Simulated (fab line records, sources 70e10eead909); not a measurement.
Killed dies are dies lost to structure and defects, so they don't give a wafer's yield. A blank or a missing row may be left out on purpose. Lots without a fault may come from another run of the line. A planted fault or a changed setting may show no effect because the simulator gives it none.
Which tool did it? | flow nand_harc | 23 lots, 69 wafers sampled, at 1 step of a route of 1302

WHAT THE GAUGES READ, wafer by wafer
NHARC_A_DECK1_JOINT_INSPECT_05.
lot  | measured     | on                | raw_defect_count
L074 | day 12 06:50 | defect_inspect-02 | 282 412 355
L075 | day 12 20:14 | defect_inspect-02 | 307 393 348
L076 | day 13 01:28 | defect_inspect-01 | 456 514 436
L077 | day 13 16:23 | defect_inspect-01 | 196 108 263
L078 | day 13 23:33 | defect_inspect-01 | 216 237 224
L079 | day 13 23:33 | defect_inspect-02 | 322 303 316
L081 | day 14 19:56 | defect_inspect-01 | 197 291 417
L080 | day 14 19:56 | defect_inspect-02 | 604 711 391
L083 | day 15 15:28 | defect_inspect-01 | 342 278 273
L082 | day 15 15:30 | defect_inspect-02 | 420 282 269
L085 | day 16 19:16 | defect_inspect-02 | 284 396 365
L084 | day 16 19:16 | defect_inspect-02 | 673 520 269
L087 | day 17 13:49 | defect_inspect-02 | 414 220 131
L086 | day 17 13:51 | defect_inspect-01 | 317 322 270
L089 | day 18 19:26 | defect_inspect-01 | 221 290 173
L088 | day 18 19:28 | defect_inspect-02 | 349 352 392
L090 | day 19 05:05 | defect_inspect-02 | 303 251 247
L091 | day 19 08:02 | defect_inspect-01 | 249 224 161
L095 | day 20 16:43 | defect_inspect-01 | 274 522 314
L094 | day 20 16:48 | defect_inspect-02 | 220 260 229
L093 | day 20 16:53 | defect_inspect-01 | 232 247 186
L096 | day 21 09:59 | defect_inspect-01 | 265 191 369
L097 | day 22 00:50 | defect_inspect-02 | 305 227 194

WHICH TOOL RAN EACH LOT (tool, then ch and the chambers of the sampled wafers, then the start)
The record holds no process step before these readings.

WHAT THE TOOLS THEMSELVES READ (means of the sampled wafers that have a number; where no wafer has one, the mark that the record gives instead)
The record holds no such reading with a usual standard deviation.

THE ANSWER, worked out from the rows above alone
Rule: what is usual is taken from the lots themselves. Put in order of their means at a reading, lots are off if they are a third of the lots or fewer, leave a main group of 4 or more, and stand apart from it by a gap of 3 or more times the standard deviation of the main group's means; of several such gaps the widest counts. A main group whose means are all the same, to the digits that the tables above print for the reading, isn't used. A lot without any number at a reading at which 4 lots or more have one is off too. The other lots that the step has rows for count as sound. The gauges are gone through in route order, then the tools' own readings, and for those a lot's mean is taken as printed above. The first step at which some lot is off is used, and at that step the reading that is off furthest; a lot without a number counts as furthest.
No lot is off at any reading shown: from this, nothing can be told.

WHAT THE SIMULATOR HAD PUT IN
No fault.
